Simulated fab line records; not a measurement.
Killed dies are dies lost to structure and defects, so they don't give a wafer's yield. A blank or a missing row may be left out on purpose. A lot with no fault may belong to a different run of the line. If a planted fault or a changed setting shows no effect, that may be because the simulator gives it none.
Matching of chambers + flow n5 finfet + rie diel-05 running N5_FIN_CUT_CUT_ETCH_27: 4 sister chambers
The step etches SiO2 in CHF3/O2, target depth 4 nm, overetch 2 nm, time 4.9 s. 18 wafers are shown with their chamber, then 9 later ones without.

WAFERS, EACH WITH ITS CHAMBER
| wafer  | chamber | showerhead plenum p Torr (Torr) | rf vpp V (V) | throttle valve pct (%) |
|--------|---------|---------------------------------|--------------|------------------------|
| L074.1 | 3       | 2.30                            | 516          | 19.02                  |
| L074.3 | 0       | 2.38                            | 524          | 18.70                  |
| L074.5 | 2       | 2.42                            | 528          | 19.10                  |
| L083.1 | 1       | 2.51                            | 518          | 18.97                  |
| L083.3 | 3       | 2.29                            | 517          | 19.07                  |
| L083.5 | 2       | 2.42                            | 528          | 19.14                  |
| L086.2 | 0       | 2.37                            | 525          | 18.75                  |
| L086.4 | 2       | 2.41                            | 526          | 19.16                  |
| L086.6 | 1       | 2.51                            | 518          | 18.97                  |
| L089.1 | 2       | 2.41                            | 528          | 19.16                  |
| L089.3 | 3       | 2.29                            | 517          | 19.09                  |
| L089.4 | 0       | 2.37                            | 525          | 18.76                  |
| L090.1 | 2       | 2.41                            | 528          | 19.15                  |
| L090.2 | 3       | 2.29                            | 517          | 19.10                  |
| L090.3 | 0       | 2.37                            | 524          | 18.75                  |
| L093.1 | 0       | 2.37                            | 525          | 18.77                  |
| L093.2 | 2       | 2.41                            | 528          | 19.15                  |
| L093.5 | 2       | 2.41                            | 528          | 19.16                  |

SIGNATURES (means of the wafers above)
| reading                  | chamber 0 | chamber 1 | chamber 2 | chamber 3 | scatter within a chamber |
|--------------------------|-----------|-----------|-----------|-----------|--------------------------|
| showerhead plenum p Torr | 2.3720    | 2.5100    | 2.4129    | 2.2925    | 0.00461                  |
| rf vpp V                 | 524.60    | 518.00    | 527.71    | 516.75    | 0.62                     |
| throttle valve pct       | 18.7460   | 18.9700   | 19.1457   | 19.0700   | 0.026                    |
Rule: a wafer lies at a distance from a chamber equal to the root of the sum of squares, over the readings, of (its reading less the chamber's mean, divided by the reading's scatter). If the next closest chamber is less than 2 further off than the closest, the wafer can't be placed; otherwise it belongs to the closest. How the scatter is found: for the shown wafers, subtract from each reading the mean of its chamber, square and add these, divide the total by (wafers less chambers), then take the root.

WAFERS MISSING THEIR CHAMBER
| wafer  | showerhead plenum p Torr (Torr) | rf vpp V (V) | throttle valve pct (%) |
|--------|---------------------------------|--------------|------------------------|
| L094.2 | 2.28                            | 516          | 19.08                  |
| L094.3 | 2.37                            | 525          | 18.76                  |
| L094.5 | 2.28                            | 517          | 19.10                  |
| L095.2 | 2.41                            | 527          | 19.18                  |
| L095.4 | 2.28                            | 516          | 19.10                  |
| L095.6 | 2.51                            | 519          | 18.97                  |
| L097.1 | 2.50                            | 518          | 18.98                  |
| L097.2 | 2.28                            | 517          | 19.10                  |
| L097.4 | 2.28                            | 517          | 19.12                  |

THE CHAMBER EACH PASSED THROUGH
| wafer  | from the rows above | in truth |
|--------|---------------------|----------|
| L094.2 | 3                   | 3        |
| L094.3 | 0                   | 0        |
| L094.5 | 3                   | 3        |
| L095.2 | 2                   | 2        |
| L095.4 | 3                   | 3        |
| L095.6 | 1                   | 1        |
| L097.1 | 1                   | 1        |
| L097.2 | 3                   | 3        |
| L097.4 | 3                   | 3        |
Placed correctly: 9 of 9. Left unplaced by these rows: 0. 0 placed wrongly.
